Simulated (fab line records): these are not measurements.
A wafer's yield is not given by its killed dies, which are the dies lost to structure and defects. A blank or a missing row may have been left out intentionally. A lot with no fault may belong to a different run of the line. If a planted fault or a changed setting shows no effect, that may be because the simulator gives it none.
Chamber matching    flow n5 finfet    N5_BEOL_M2_ETCH_77 on rie diel-02: 4 sister chambers
The step etches underlayer in N2/H2, target depth 6.5 nm, time 5.2 s. 4 wafers are shown with their chamber, then 8 later ones without.

WAFERS PAIRED WITH THEIR CHAMBERS
wafer   chamber  showerhead plenum p Torr (Torr)
L076.4  1        2.64
L092.2  2        2.67
L092.5  3        2.43
L093.1  0        2.41

WAFERS WITHOUT THEIR CHAMBER
wafer   showerhead plenum p Torr (Torr)
L093.4  2.43
L093.5  2.63
L096.3  2.63
L096.4  2.43
L096.6  2.41
L097.3  2.66
L097.4  2.62
L097.5  2.62

THE CHAMBER EACH PASSED THROUGH
wafer   from the rows above      in truth
L093.4  can't be placed: 3 or 0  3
L093.5  1                        1
L096.3  1                        1
L096.4  can't be placed: 3 or 0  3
L096.6  can't be placed: 0 or 3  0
L097.3  can't be placed: 2 or 1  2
L097.4  1                        1
L097.5  1                        1
Placed correctly: 4 of 8. Can't be placed from these rows: 4 (the true chamber is among the candidates in 4). Wrongly placed: 0.
How it was worked out, from the rows above alone: a wafer's distance from a chamber is the root of the sum, over the readings, of the square of ((its reading less the chamber's mean) divided by the reading's scatter). The wafer belongs to the nearest chamber; if the next one is less than 2 further off, it can't be placed. The mean given for a chamber averages the wafers shown for that chamber. The scatter (one wafer shown for each chamber): square how far every hidden wafer sits from the nearest shown wafer, average those squares and take the square root.
